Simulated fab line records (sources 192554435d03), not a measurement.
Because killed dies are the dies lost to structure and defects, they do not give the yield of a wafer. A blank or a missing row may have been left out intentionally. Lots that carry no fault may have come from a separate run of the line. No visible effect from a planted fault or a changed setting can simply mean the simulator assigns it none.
Problem report, 8D (eight disciplines) form, completed by code -- flow n5 finfet -- the parts of the form that need people (team, actions taken, sign-off) are left out

1. PROBLEM STATEMENT
Wafers without a fault read 236 s, standard deviation 4.7; etch rf on time s at N5_PASSIVATION_VIA_ETCH_13 reads a mean of 92 s on 4 wafers belonging to 3 lots. That is -31 standard deviations from the usual mean.
The step: etches SiO2 in CHF3/O2, target depth 660 nm, time 330 s.
Seen first at day 14 14:05 on rie diel-06, wafer L621.5. At this step, 28 wafers from 10 lots have a number in the record. Rule for "out", or "out of limits": more than 4 standard deviations from the usual mean. Any other wafer with a number is counted as sound.

2. WHAT IT IS, AND WHAT IT ISN'T
question,is,is not
which readings at this step,etch rf on time s,"drypump motor current A, oes_f_703_au, oes product au, rf vpp V, showerhead plenum p Torr, throttle valve pct"
which lots,"L621, L623, L625","L618, L628, L629, L632, L635, L636, L637"
which wafers of those lots,"L621.5, L623.3, L623.5, L625.5","L621.2, L621.4, L625.2"
read on which tools,"rie diel-05, rie diel-06",rie diel-02
when,from day 14 14:05,"up to then (5 sound wafers); but 19 sound wafers of L625, L628, L629, L632, L635, L636, L637 came after"

3. SUSPECTS, AND WHAT RULES EACH OUT
Counting: if a tool at a process step up to the reading ran every lot that is out, it stays a suspect. Sound lots after the first of them don't rule it out here, since some wafers of a struck lot are sound.
- pecvd-04 at N5_PASSIVATION_PECVD_55 (deposits SiO2 from SiH4/N2O, target thk 400 nm, time 22.5 s): kept. It ran every lot that is out, first L621 (day 14 13:16).
Remaining after the count: pecvd-04 at N5_PASSIVATION_PECVD_55.

4. THE CAUSE (what the simulator had put in)
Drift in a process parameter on pecvd-04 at N5_PASSIVATION_PECVD_55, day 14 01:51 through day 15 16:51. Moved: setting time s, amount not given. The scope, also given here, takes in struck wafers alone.
Counting left only this tool.

5. THE EFFECT CHAIN, in route order
Each row: a reading whose mean over the struck wafers that have a number lies more than 3 standard deviations from the usual. Only readings for which the record gives a usual standard deviation are gone through. hours: the time from each lot's start at the first step in this table that gives one to its start at this step, as a median over the lots. sigmas: the change in usual standard deviations.
hours,step,reading,usual,on struck wafers,change,sigmas
0,N5_PASSIVATION_VIA_ETCH_13,etch rf on time s,236 s,92,-144,-31
Process steps it contains:
- N5_PASSIVATION_VIA_ETCH_13: etches SiO2 in CHF3/O2, target depth 660 nm, time 330 s.

6. HOW IT WOULD HAVE BEEN CAUGHT EARLIER
12 hours passed between the start of the fault at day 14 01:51 and the first reading out of limits in this record, taken at day 14 14:05.
No tool reading at N5_PASSIVATION_PECVD_55 that has a usual standard deviation in the record was out on any struck wafer, so an alarm limit of 4 standard deviations on those readings would not have fired.
Among the 3 lots that are out, L623, L625 began N5_PASSIVATION_PECVD_55 on pecvd-04 after day 14 14:05. A hold on the tool at that time would have spared those 2.
